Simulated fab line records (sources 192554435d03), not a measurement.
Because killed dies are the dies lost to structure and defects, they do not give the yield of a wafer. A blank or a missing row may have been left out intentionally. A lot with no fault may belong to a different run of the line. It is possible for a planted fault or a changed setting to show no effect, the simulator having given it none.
2 desks, one fault | flow n5-finfet | numbers are kept per desk, each desk with only its own; the story behind them comes last

== METROLOGY DESK ==
What the gauges read for every lot (on any tool): the sampled wafers with a number, averaged. Any lot whose mean is over 4 standard deviations away from the usual mean is out of limits and marked OUT; that distance is given in the brackets. Shown here are 7 of its 11 readings, the ones lying furthest out on some lot.
Columns: A = M0_ABLK_OVL at N5_BEOL_M0_CUTY_OVL_MEAS_58, usual -0.1 nm; B = DIBL_N at N5_BEOL_M4_RC_MEAS_101, usual 36.0 mV/V; C = DIBL_P at N5_BEOL_M4_RC_MEAS_101, usual 36.2 mV/V; D = IOFF_P at N5_BEOL_M4_RC_MEAS_101, usual 0.21 nA/um; E = ION_N at N5_BEOL_M4_RC_MEAS_101, usual 675 uA/um; F = SS_P at N5_BEOL_M4_RC_MEAS_101, usual 73.3 mV/dec; G = VT_N at N5_BEOL_M4_RC_MEAS_101, usual 250 mV
lot  | first seen here | A    | B    | C    | D    | E   | F    | G
L769 | day 6 17:29     | 0.0  | 35.7 | 37.4 | 0.21 | 673 | 72.6 | 249
L772 | day 7 11:44     | 0.4  | 34.6 | 35.7 | 0.17 | 672 | 73.0 | 250
L774 | day 7 19:44     | -1.0 | 37.2 | 36.2 | 0.18 | 674 | 73.7 | 253
L777 | day 8 13:52     | -0.8 | 40.3 | 39.7 | 0.24 | 695 | 74.4 | 248
L782 | day 9 15:43     | 0.8  | 37.6 | 37.6 | 0.25 | 690 | 73.3 | 247
L783 | day 10 12:02    | -0.1 | 34.0 | 34.5 | 0.18 | 662 | 72.9 | 255
L784 | day 10 22:34    | -0.1 | 37.1 | 37.5 | 0.27 | 683 | 74.0 | 249
L788 | day 11 07:00    | -0.3 | 37.0 | 37.0 | 0.24 | 685 | 73.1 | 247
Result from this desk: across the 8 lots, nothing is out of limits.

== THE TOOL OWNER'S DESK: rie-si-01 ==
The tool's own readings at N5_BEOL_M0_SAQP_MANDREL_ETCH_103 (etches a-Si in HBr/Cl2, stops on SiCN, target depth 45 nm, bt time 10 s, time 27 s): means of the sampled wafers that have a number, for each lot that ran on this tool. Any lot whose mean is over 4 standard deviations away from the usual mean is out of limits and marked OUT; that distance is given in the brackets.
Columns: A = drypump-motor-current-A at N5_BEOL_M0_SAQP_MANDREL_ETCH_103, usual 5.8 A; B = oes-product-au at N5_BEOL_M0_SAQP_MANDREL_ETCH_103, usual 0.684 a.u.; C = rf-fwd-power-W at N5_BEOL_M0_SAQP_MANDREL_ETCH_103, usual 794 W; D = throttle-valve-pct at N5_BEOL_M0_SAQP_MANDREL_ETCH_103, usual 35.41 %
lot  | first seen here | A   | B     | C   | D
L769 | day 6 13:53     | 5.9 | 0.692 | 796 | 35.30
L774 | day 7 15:29     | 5.8 | 0.687 | 795 | 35.31
L777 | day 8 09:35     | 6.0 | 0.677 | 795 | 35.20
L784 | day 10 19:13    | 5.7 | 0.688 | 795 | 35.31
Result from this desk: across the 4 lots, nothing is out of limits.

== ALL TOGETHER ==
At the metrology desk, nothing out of limits was observed.
The tool owner's desk saw nothing out of limits.

== WHAT THE SIMULATOR HAD PUT IN ==
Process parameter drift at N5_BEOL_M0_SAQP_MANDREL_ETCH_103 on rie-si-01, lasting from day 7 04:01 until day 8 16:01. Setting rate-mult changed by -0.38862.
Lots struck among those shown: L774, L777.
